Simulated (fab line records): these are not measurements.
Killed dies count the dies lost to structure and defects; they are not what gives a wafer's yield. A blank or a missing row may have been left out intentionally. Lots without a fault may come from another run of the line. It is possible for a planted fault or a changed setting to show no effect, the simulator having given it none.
Chamber matching | flow n5-finfet | ald-metal-01 running N5_BEOL_M11_ALD_74: 4 sister chambers
The step deposits TaN, target thk 2 nm, pulse time 2 s, purge time 3 s. 4 wafers are shown with their chamber, then 7 later ones without.

== WAFERS PAIRED WITH THEIR CHAMBERS ==
wafer  | chamber | heater-power-w (W)
L080.2 | 0       | 414
L080.6 | 2       | 380
L081.2 | 3       | 464
L081.3 | 1       | 436

== WAFERS WHOSE CHAMBER IS MISSING ==
wafer  | heater-power-w (W)
L081.4 | 375
L088.1 | 440
L088.2 | 370
L088.4 | 421
L092.3 | 375
L092.5 | 473
L092.6 | 421

== EACH ONE'S CHAMBER ==
wafer  | from the rows above     | in truth
L081.4 | 2                       | 2
L088.1 | 1                       | 1
L088.2 | 2                       | 2
L088.4 | can't be placed: 0 or 1 | 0
L092.3 | 2                       | 2
L092.5 | 3                       | 3
L092.6 | can't be placed: 0 or 1 | 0
Correctly placed: 5 of 7. Not placeable from these rows: 2 (in 2, the candidates include the true chamber). Wrongly placed: 0.
How it was worked out, from the rows above alone: a wafer's distance from a chamber is the root of the sum, over the readings, of the square of ((its reading less the chamber's mean) divided by the reading's scatter). The wafer belongs to the nearest chamber; if the next one is less than 2 further off, it can't be placed. The mean given for a chamber averages the wafers shown for that chamber. The scatter: with one shown wafer a chamber, the root of the mean of the squares of how far each hidden wafer lies from its nearest shown one.
